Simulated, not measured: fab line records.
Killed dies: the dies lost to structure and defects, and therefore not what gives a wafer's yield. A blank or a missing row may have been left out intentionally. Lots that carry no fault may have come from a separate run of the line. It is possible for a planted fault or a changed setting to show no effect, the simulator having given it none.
Which of the tools did it? / flow n5Finfet / 10 lots with 30 wafers sampled at 6 steps, on a route of 1938 steps

WHAT THE GAUGES SHOWED, per wafer
N5_BEOL_M0_OCD_MEAS_108.
lot=L273; measured=day 5 20:16; on=ocd-01; trenchDepthNm (nm)=31.8 32.4 32.1
lot=L275; measured=day 6 11:51; on=ocd-01; trenchDepthNm (nm)=32.7 32.3 32.8
lot=L277; measured=day 7 01:40; on=ocd-02; trenchDepthNm (nm)=33.3 31.8 32.9
lot=L279; measured=day 7 08:56; on=ocd-01; trenchDepthNm (nm)=33.4 33.5 32.0
lot=L281; measured=day 8 00:08; on=ocd-02; trenchDepthNm (nm)=32.1 31.9 32.9
lot=L285; measured=day 9 01:31; on=ocd-02; trenchDepthNm (nm)=33.1 32.4 32.8
lot=L286; measured=day 9 07:24; on=ocd-01; trenchDepthNm (nm)=32.8 31.7 31.4
lot=L287; measured=day 9 17:29; on=ocd-01; trenchDepthNm (nm)=32.5 32.9 31.9
lot=L291; measured=day 10 08:18; on=ocd-02; trenchDepthNm (nm)=31.8 32.2 32.8
lot=L292; measured=day 10 16:08; on=ocd-02; trenchDepthNm (nm)=31.8 33.2 31.7

N5_BEOL_M0_INSPECT_127: inspects for defects (darkfield).
lot=L273; measured=day 5 23:14; on=defectInspect-02; rawDefectCount=54 61 61
lot=L275; measured=day 6 14:23; on=defectInspect-02; rawDefectCount=64 50 89
lot=L277; measured=day 7 04:37; on=defectInspect-02; rawDefectCount=95 99 104
lot=L279; measured=day 7 12:31; on=defectInspect-01; rawDefectCount=42 40 73
lot=L281; measured=day 8 04:40; on=defectInspect-02; rawDefectCount=81 53 50
lot=L285; measured=day 9 04:38; on=defectInspect-01; rawDefectCount=64 80 80
lot=L286; measured=day 9 10:17; on=defectInspect-01; rawDefectCount=45 44 55
lot=L287; measured=day 9 21:25; on=defectInspect-02; rawDefectCount=297 305 334
lot=L291; measured=day 10 13:55; on=defectInspect-01; rawDefectCount=292 317 333
lot=L292; measured=day 10 21:02; on=defectInspect-01; rawDefectCount=307 305 283

N5_BEOL_M4_RC_MEAS_101.
lot=L273; measured=day 8 12:22; on=prober-01; DIBL_N (mV/V)=34.7 36.7 33.9; DIBL_P (mV/V)=33.8 36.3 32.7; IOFF_N (nA/um)=0.13 0.16 0.12; IOFF_P (nA/um)=0.20 0.24 0.19; ION_N (uA/um)=653 672 667; ION_P (uA/um)=456 469 468; SS_N (mV/dec)=71.5 71.4 71.0; SS_P (mV/dec)=72.0 73.8 72.1; VT_N (mV)=255 249 252; VT_P (mV)=-250 -243 -246
lot=L275; measured=day 8 21:51; on=prober-01; DIBL_N (mV/V)=39.1 36.2 35.8; DIBL_P (mV/V)=39.3 36.5 34.4; IOFF_N (nA/um)=0.23 0.17 0.16; IOFF_P (nA/um)=0.27 0.23 0.20; ION_N (uA/um)=683 688 659; ION_P (uA/um)=463 468 451; SS_N (mV/dec)=73.2 71.3 71.9; SS_P (mV/dec)=74.2 73.4 73.2; VT_N (mV)=247 248 249; VT_P (mV)=-246 -248 -248
lot=L277; measured=day 9 23:35; on=prober-01; DIBL_N (mV/V)=37.4 38.0 38.5; DIBL_P (mV/V)=38.6 39.2 39.4; IOFF_N (nA/um)=0.19 0.19 0.20; IOFF_P (nA/um)=0.24 0.25 0.24; ION_N (uA/um)=694 670 678; ION_P (uA/um)=470 454 457; SS_N (mV/dec)=72.2 72.3 72.9; SS_P (mV/dec)=73.8 73.3 74.5; VT_N (mV)=249 250 249; VT_P (mV)=-247 -252 -251
lot=L279; measured=day 10 03:35; on=prober-01; DIBL_N (mV/V)=36.4 34.6 35.0; DIBL_P (mV/V)=36.8 33.4 35.4; IOFF_N (nA/um)=0.15 0.11 0.12; IOFF_P (nA/um)=0.20 0.16 0.20; ION_N (uA/um)=678 653 669; ION_P (uA/um)=464 452 468; SS_N (mV/dec)=71.5 70.4 71.6; SS_P (mV/dec)=73.5 72.5 72.8; VT_N (mV)=252 255 255; VT_P (mV)=-251 -253 -252
lot=L281; measured=day 10 06:41; on=prober-01; DIBL_N (mV/V)=34.1 36.0 37.1; DIBL_P (mV/V)=32.0 35.3 37.1; IOFF_N (nA/um)=0.11 0.13 0.15; IOFF_P (nA/um)=0.14 0.16 0.20; ION_N (uA/um)=661 658 654; ION_P (uA/um)=453 450 455; SS_N (mV/dec)=70.8 71.4 72.1; SS_P (mV/dec)=72.9 73.9 74.2; VT_N (mV)=259 255 251; VT_P (mV)=-259 -258 -254
lot=L285; measured=day 11 20:52; on=prober-02; DIBL_N (mV/V)=40.2 38.9 38.6; DIBL_P (mV/V)=39.5 37.9 36.6; IOFF_N (nA/um)=0.21 0.18 0.17; IOFF_P (nA/um)=0.29 0.24 0.22; ION_N (uA/um)=695 676 668; ION_P (uA/um)=476 471 456; SS_N (mV/dec)=72.0 72.1 71.9; SS_P (mV/dec)=74.3 73.6 73.7; VT_N (mV)=243 247 250; VT_P (mV)=-245 -248 -250
lot=L286; measured=day 11 18:24; on=prober-01; DIBL_N (mV/V)=36.0 36.6 35.9; DIBL_P (mV/V)=36.7 38.2 35.8; IOFF_N (nA/um)=0.15 0.17 0.15; IOFF_P (nA/um)=0.22 0.24 0.19; ION_N (uA/um)=671 686 658; ION_P (uA/um)=461 471 450; SS_N (mV/dec)=71.7 71.6 72.3; SS_P (mV/dec)=73.2 74.0 73.3; VT_N (mV)=252 250 254; VT_P (mV)=-247 -244 -253
lot=L287; measured=day 12 12:41; on=prober-01; DIBL_N (mV/V)=34.6 38.4 39.2; DIBL_P (mV/V)=35.0 39.2 41.3; IOFF_N (nA/um)=0.12 0.19 0.21; IOFF_P (nA/um)=0.17 0.25 0.28; ION_N (uA/um)=659 686 685; ION_P (uA/um)=452 464 466; SS_N (mV/dec)=70.8 71.7 72.1; SS_P (mV/dec)=72.6 74.5 73.9; VT_N (mV)=257 248 247; VT_P (mV)=-250 -249 -249
lot=L291; measured=day 12 21:49; on=prober-01; DIBL_N (mV/V)=35.9 34.4 36.0; DIBL_P (mV/V)=37.7 35.8 37.3; IOFF_N (nA/um)=0.18 0.14 0.18; IOFF_P (nA/um)=0.26 0.22 0.24; ION_N (uA/um)=676 655 677; ION_P (uA/um)=469 460 469; SS_N (mV/dec)=71.0 70.9 72.3; SS_P (mV/dec)=73.7 73.8 73.8; VT_N (mV)=248 255 248; VT_P (mV)=-244 -248 -247
lot=L292; measured=day 12 22:44; on=prober-01; DIBL_N (mV/V)=33.0 32.5 35.2; DIBL_P (mV/V)=31.1 31.6 35.9; IOFF_N (nA/um)=0.10 0.10 0.14; IOFF_P (nA/um)=0.15 0.15 0.21; ION_N (uA/um)=653 643 668; ION_P (uA/um)=454 447 456; SS_N (mV/dec)=71.0 70.5 71.3; SS_P (mV/dec)=71.9 72.3 73.8; VT_N (mV)=258 259 250; VT_P (mV)=-255 -253 -251

WHICH TOOL RAN EACH LOT (tool, then ch and the chambers of the sampled wafers, then the start)
lot=L273; N5_BEOL_M0_SPUTTER_132=pvdSputter-01, day 5 21:52; N5_BEOL_M0_SPUTTER_141=pvdSputter-01, day 5 22:06; N5_BEOL_M0_CMP_120=cmp-03 ch 1,3, day 5 22:35
lot=L275; N5_BEOL_M0_SPUTTER_132=pvdSputter-02, day 6 12:59; N5_BEOL_M0_SPUTTER_141=pvdSputter-02, day 6 13:13; N5_BEOL_M0_CMP_120=cmp-04 ch 0,2, day 6 13:46
lot=L277; N5_BEOL_M0_SPUTTER_132=pvdSputter-02, day 7 03:16; N5_BEOL_M0_SPUTTER_141=pvdSputter-02, day 7 03:32; N5_BEOL_M0_CMP_120=cmp-01 ch 0,3, day 7 04:04
lot=L279; N5_BEOL_M0_SPUTTER_132=pvdSputter-02, day 7 10:47; N5_BEOL_M0_SPUTTER_141=pvdSputter-02, day 7 11:02; N5_BEOL_M0_CMP_120=cmp-03 ch 2,3, day 7 11:58
lot=L281; N5_BEOL_M0_SPUTTER_132=pvdSputter-01, day 8 03:22; N5_BEOL_M0_SPUTTER_141=pvdSputter-01, day 8 03:36; N5_BEOL_M0_CMP_120=cmp-04 ch 2,3, day 8 04:05
lot=L285; N5_BEOL_M0_SPUTTER_132=pvdSputter-02, day 9 03:19; N5_BEOL_M0_SPUTTER_141=pvdSputter-02, day 9 03:33; N5_BEOL_M0_CMP_120=cmp-01 ch 1,2,3, day 9 04:04
lot=L286; N5_BEOL_M0_SPUTTER_132=pvdSputter-01, day 9 08:55; N5_BEOL_M0_SPUTTER_141=pvdSputter-01, day 9 09:09; N5_BEOL_M0_CMP_120=cmp-01 ch 0,2, day 9 09:41
lot=L287; N5_BEOL_M0_SPUTTER_132=pvdSputter-03, day 9 20:03; N5_BEOL_M0_SPUTTER_141=pvdSputter-03, day 9 20:17; N5_BEOL_M0_CMP_120=cmp-01 ch 0,2, day 9 20:49
lot=L291; N5_BEOL_M0_SPUTTER_132=pvdSputter-02, day 10 12:36; N5_BEOL_M0_SPUTTER_141=pvdSputter-02, day 10 12:50; N5_BEOL_M0_CMP_120=cmp-01 ch 1,2,3, day 10 13:20
lot=L292; N5_BEOL_M0_SPUTTER_132=pvdSputter-03, day 10 18:17; N5_BEOL_M0_SPUTTER_141=pvdSputter-03, day 10 18:32; N5_BEOL_M0_CMP_120=cmp-01 ch 0,1,2, day 10 20:13
- N5_BEOL_M0_SPUTTER_132: material Cu, target thk 4 nm, time 7.37 s.
- N5_BEOL_M0_SPUTTER_141: material Cu, target thk 4 nm, time 7.37 s.
- N5_BEOL_M0_CMP_120: polishes, stops on SiOC, t overpolish 6.9 s.

WHAT THE TOOLS THEMSELVES READ (means of the sampled wafers that have a number; where no wafer has one, the mark that the record gives instead)
N5_BEOL_M0_SPUTTER_132.
lot=L273; tool=pvdSputter-01; substrateTempC (C)=-20.06; throttleValvePct (%)=29.8
lot=L275; tool=pvdSputter-02; substrateTempC (C)=-19.96; throttleValvePct (%)=29.9
lot=L277; tool=pvdSputter-02; substrateTempC (C)=-19.99; throttleValvePct (%)=29.7
lot=L279; tool=pvdSputter-02; substrateTempC (C)=-20.08; throttleValvePct (%)=29.9
lot=L281; tool=pvdSputter-01; substrateTempC (C)=-20.08; throttleValvePct (%)=28.5
lot=L285; tool=pvdSputter-02; substrateTempC (C)=-19.94; throttleValvePct (%)=30.1
lot=L286; tool=pvdSputter-01; substrateTempC (C)=-19.99; throttleValvePct (%)=29.9
lot=L287; tool=pvdSputter-03; substrateTempC (C)=-19.96; throttleValvePct (%)=30.3
lot=L291; tool=pvdSputter-02; substrateTempC (C)=-19.99; throttleValvePct (%)=29.9
lot=L292; tool=pvdSputter-03; substrateTempC (C)=-19.89; throttleValvePct (%)=30.2

N5_BEOL_M0_SPUTTER_141.
lot=L273; tool=pvdSputter-01; substrateTempC (C)=-20.04; throttleValvePct (%)=29.8
lot=L275; tool=pvdSputter-02; substrateTempC (C)=-20.05; throttleValvePct (%)=30.0
lot=L277; tool=pvdSputter-02; substrateTempC (C)=-19.96; throttleValvePct (%)=29.9
lot=L279; tool=pvdSputter-02; substrateTempC (C)=-20.07; throttleValvePct (%)=29.9
lot=L281; tool=pvdSputter-01; substrateTempC (C)=-19.94; throttleValvePct (%)=28.6
lot=L285; tool=pvdSputter-02; substrateTempC (C)=-20.05; throttleValvePct (%)=30.1
lot=L286; tool=pvdSputter-01; substrateTempC (C)=-19.91; throttleValvePct (%)=29.9
lot=L287; tool=pvdSputter-03; substrateTempC (C)=-19.96; throttleValvePct (%)=30.1
lot=L291; tool=pvdSputter-02; substrateTempC (C)=-20.00; throttleValvePct (%)=30.0
lot=L292; tool=pvdSputter-03; substrateTempC (C)=-19.98; throttleValvePct (%)=30.2

N5_BEOL_M0_CMP_120.
lot=L273; tool=cmp-03; barrierFieldEndpointS (s)=3.77; motorCurrentA (A)=5.9; overpolishRunS (s)=6.901; slurryFilterDpKPa (kPa)=13.43; timeToEndpointS (s)=63
lot=L275; tool=cmp-04; barrierFieldEndpointS (s)=3.54; motorCurrentA (A)=5.9; overpolishRunS (s)=6.902; slurryFilterDpKPa (kPa)=13.53; timeToEndpointS (s)=59
lot=L277; tool=cmp-01; barrierFieldEndpointS (s)=3.79; motorCurrentA (A)=5.5; overpolishRunS (s)=6.901; slurryFilterDpKPa (kPa)=13.55; timeToEndpointS (s)=70
lot=L279; tool=cmp-03; barrierFieldEndpointS (s)=3.60; motorCurrentA (A)=6.1; overpolishRunS (s)=6.906; slurryFilterDpKPa (kPa)=13.46; timeToEndpointS (s)=63
lot=L281; tool=cmp-04; barrierFieldEndpointS (s)=3.40; motorCurrentA (A)=5.8; overpolishRunS (s)=6.897; slurryFilterDpKPa (kPa)=13.40; timeToEndpointS (s)=54
lot=L285; tool=cmp-01; barrierFieldEndpointS (s)=3.58; motorCurrentA (A)=5.5; overpolishRunS (s)=6.902; slurryFilterDpKPa (kPa)=13.43; timeToEndpointS (s)=61
lot=L286; tool=cmp-01; barrierFieldEndpointS (s)=3.67; motorCurrentA (A)=5.5; overpolishRunS (s)=6.897; slurryFilterDpKPa (kPa)=13.38; timeToEndpointS (s)=63
lot=L287; tool=cmp-01; barrierFieldEndpointS (s)=3.51; motorCurrentA (A)=5.3; overpolishRunS (s)=6.900; slurryFilterDpKPa (kPa)=13.50; timeToEndpointS (s)=57
lot=L291; tool=cmp-01; barrierFieldEndpointS (s)=3.43; motorCurrentA (A)=5.5; overpolishRunS (s)=6.915; slurryFilterDpKPa (kPa)=13.50; timeToEndpointS (s)=59
lot=L292; tool=cmp-01; barrierFieldEndpointS (s)=3.41; motorCurrentA (A)=5.8; overpolishRunS (s)=6.902; slurryFilterDpKPa (kPa)=13.30; timeToEndpointS (s)=58

THE ANSWER, worked out from the rows above alone
Rule: usual is defined by the lots themselves. Put in order of their means at a reading, lots are off if they are a third of the lots or fewer, leave a main group of 4 or more, and stand apart from it by a gap of 3 or more times the standard deviation of the main group's means; of several such gaps the widest counts. A main group is skipped when, at the precision printed for the reading in the tables above, its means are all equal. Also off: a lot with no number at a reading for which 4 or more lots have one. Where the step has rows for the other lots, those lots are counted as sound. After the gauges, taken in route order, come the tools' own readings; for these a lot's mean is taken, as printed above. At the first step where some lot is off, the reading lying furthest off is the one used; lots without a number count as furthest.
Off at N5_BEOL_M0_INSPECT_127 (rawDefectCount): L287, L291, L292. The main group: mean 66, standard deviation 16.
A tool fits if, at a process step before that reading, it ran every lot that is off, and no sound lot after the first of them. Those tools and the gauges at N5_BEOL_M0_INSPECT_127 are tried in the same way. One candidate fits, namely cmp-01 at N5_BEOL_M0_CMP_120. A fault onset in the window from L286 (day 9 09:41, its last sound lot) to L287 (day 9 20:49, its first lot off) fits.

WHAT HAD BEEN PUT IN BY THE SIMULATOR
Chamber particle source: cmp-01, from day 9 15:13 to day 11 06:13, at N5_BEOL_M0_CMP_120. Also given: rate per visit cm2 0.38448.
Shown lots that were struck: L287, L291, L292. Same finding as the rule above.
